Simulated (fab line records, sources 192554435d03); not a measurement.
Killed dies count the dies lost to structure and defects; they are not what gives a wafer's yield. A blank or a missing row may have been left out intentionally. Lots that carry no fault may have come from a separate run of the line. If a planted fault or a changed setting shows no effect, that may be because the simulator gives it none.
The tool behind it: which one? ; flow n5Finfet ; route of 1938 steps, sampled at 1 step: 12 lots, 36 wafers

## WHAT THE GAUGES SHOWED, per wafer
N5_BEOL_M7_OVL_MEAS_29.
lot;measured;on;V6_OVL (nm)
L680;day 9 13:10;overlay-01;0.4 -0.3 -0.2
L681;day 9 20:21;overlay-01;-0.4 -1.1 -0.6
L682;day 10 02:02;overlay-02;-0.8 -0.9 -0.1
L684;day 10 14:53;overlay-02;-0.1 -0.4 -0.9
L685;day 10 21:10;overlay-01;0.3 0.9 0.1
L686;day 11 01:53;overlay-02;-0.3 -0.4 0.0
L688;day 11 18:25;overlay-02;-0.2 -0.4 0.1
L690;day 12 03:29;overlay-02;0.5 0.1 0.2
L697;day 13 15:46;overlay-02;-0.5 -0.1 -0.6
L700;day 13 23:11;overlay-01;-1.0 -0.9 -0.2
L698;day 14 02:23;overlay-02;-0.2 0.0 0.2
L702;day 14 19:27;overlay-02;-0.4 -0.8 -0.4

## EACH LOT AND THE TOOL THAT RAN IT (in order: tool; ch and the chambers of the sampled wafers; start)
The record shows no process step preceding these readings.

## AS READ BY THE TOOLS THEMSELVES (means over the sampled wafers that have a number; for cases with no such wafer, the mark the record gives instead)
The record holds no such reading with a usual standard deviation.

## THE ANSWER, worked out from the rows above alone
Rule: the usual values come from the lots themselves. The widest of any qualifying gaps counts: lots, ordered by their means at a reading, are off when they make up no more than a third of the lots, leave a main group of 4 or more, and stand apart from it by 3 or more times the standard deviation of that group's means. The tables above print the reading to a certain number of digits; a main group whose means all agree to those digits is not used. Also off: a lot with no number at a reading for which 4 or more lots have one. All remaining lots with rows at the step are treated as sound. After the gauges, taken in route order, come the tools' own readings; for these a lot's mean is taken, as printed above. The first step at which some lot is off is used, and at that step the reading that is off furthest; a lot without a number counts as furthest.
Nothing can be told from this: no lot is off at any reading shown.

## WHAT THE SIMULATOR PUT IN
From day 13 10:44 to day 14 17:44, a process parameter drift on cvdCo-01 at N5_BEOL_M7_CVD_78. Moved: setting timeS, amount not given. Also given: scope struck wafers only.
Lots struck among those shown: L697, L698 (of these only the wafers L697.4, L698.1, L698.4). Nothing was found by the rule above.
